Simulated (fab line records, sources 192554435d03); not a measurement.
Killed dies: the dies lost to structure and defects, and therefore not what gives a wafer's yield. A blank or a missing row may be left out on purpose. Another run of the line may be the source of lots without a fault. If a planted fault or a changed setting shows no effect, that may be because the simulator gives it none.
Chamber matching	flow n5-finfet	N5_SPACER0_ALD_00 on ald-sin-03: 4 sister chambers
The step deposits SiOCN, target thk 3.5 nm, pulse time 3 s, purge time 2 s. 18 wafers are shown with their chamber, then 9 later ones without.

WAFERS, EACH WITH ITS CHAMBER
wafer	chamber	heater-power-w (W)	precursor-pulse-height-rel
L075.3	0	780	1.007
L075.4	1	793	1.011
L075.6	0	796	0.972
L077.1	2	794	0.995
L077.2	3	964	0.995
L077.5	1	800	0.967
L078.2	0	774	0.970
L078.3	1	798	1.017
L078.5	2	784	1.006
L082.1	3	951	0.986
L082.2	1	808	0.992
L082.6	2	774	0.969
L087.1	0	785	1.007
L087.4	3	934	1.030
L087.5	2	787	1.028
L088.1	0	783	1.007
L088.3	1	805	1.000
L088.6	0	787	0.990

SIGNATURES (averages over the wafers above)
reading	chamber 0	chamber 1	chamber 2	chamber 3	scatter within a chamber
heater-power-w	784.17	800.80	784.75	949.67	8.74
precursor-pulse-height-rel	0.99217	0.99740	0.99950	1.00367	0.0207
Rule: a wafer's distance from a chamber is the root of the sum, over the readings, of the square of ((its reading less the chamber's mean) divided by the reading's scatter). The wafer belongs to the nearest chamber; if the next one is less than 2 further off, it can't be placed. How the scatter is found: for the shown wafers, subtract from each reading the mean of its chamber, square and add these, divide the total by (wafers less chambers), then take the root.

WAFERS WHOSE CHAMBER IS MISSING
wafer	heater-power-w (W)	precursor-pulse-height-rel
L089.3	794	0.966
L089.4	786	1.038
L089.6	948	1.005
L092.2	781	1.027
L092.4	813	0.974
L092.5	798	1.006
L094.2	784	0.996
L094.4	941	0.975
L094.6	952	0.980

WHICH CHAMBER EACH WENT THROUGH
wafer	from the rows above	in truth
L089.3	can't be placed: 0 or 1 or 2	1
L089.4	can't be placed: 2 or 0 or 1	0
L089.6	3	3
L092.2	can't be placed: 2 or 0 or 1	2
L092.4	can't be placed: 1 or 0 or 2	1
L092.5	can't be placed: 1 or 2 or 0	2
L094.2	can't be placed: 0 or 2 or 1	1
L094.4	3	3
L094.6	3	3
Correct placement for 3 of the 9. Cannot be placed on the basis of these rows: 6; the candidates contain the true chamber in 6. Wrongly placed: 0.
